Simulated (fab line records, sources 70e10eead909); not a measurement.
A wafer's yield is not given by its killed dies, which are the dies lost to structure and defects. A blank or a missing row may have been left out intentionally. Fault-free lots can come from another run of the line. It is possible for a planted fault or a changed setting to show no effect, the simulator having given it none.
Matching of chambers / flow nand harc / NHARC_P_M0_PRE_CLEAN_31 on pecvd-03: 3 sister chambers
The step time 12 s. 6 wafers are shown with their chamber, then 8 later ones without.

## WAFERS WITH THEIR CHAMBER
wafer=L782.5; chamber=1; heater power w (W)=632
wafer=L783.5; chamber=0; heater power w (W)=578
wafer=L784.1; chamber=1; heater power w (W)=662
wafer=L784.4; chamber=0; heater power w (W)=537
wafer=L784.5; chamber=2; heater power w (W)=634
wafer=L787.2; chamber=2; heater power w (W)=706

## WAFERS MISSING THEIR CHAMBER
wafer=L787.4; heater power w (W)=718
wafer=L787.5; heater power w (W)=567
wafer=L788.1; heater power w (W)=515
wafer=L788.4; heater power w (W)=694
wafer=L788.6; heater power w (W)=515
wafer=L798.2; heater power w (W)=712
wafer=L798.3; heater power w (W)=742
wafer=L798.6; heater power w (W)=705

## WHICH CHAMBER EACH ONE RAN IN
wafer=L787.4; from the rows above=can't be placed: 2 or 1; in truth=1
wafer=L787.5; from the rows above=can't be placed: 0 or 1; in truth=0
wafer=L788.1; from the rows above=0; in truth=0
wafer=L788.4; from the rows above=can't be placed: 2 or 1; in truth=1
wafer=L788.6; from the rows above=0; in truth=0
wafer=L798.2; from the rows above=can't be placed: 2 or 1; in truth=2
wafer=L798.3; from the rows above=can't be placed: 2 or 1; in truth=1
wafer=L798.6; from the rows above=can't be placed: 2 or 1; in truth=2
2 of 8 placed correctly. Not placeable from these rows: 6 (in 6, the candidates include the true chamber). Wrongly placed: 0.
How it was worked out, from the rows above alone: a wafer's distance from a chamber is the root of the sum, over the readings, of the square of ((its reading less the chamber's mean) divided by the reading's scatter). The wafer belongs to the nearest chamber; if the next one is less than 2 further off, it can't be placed. A chamber's mean is the mean of its shown wafers. The scatter: take each reading less its chamber's mean, square it, sum over the shown wafers, divide by the number of wafers less the number of chambers, and take the root.
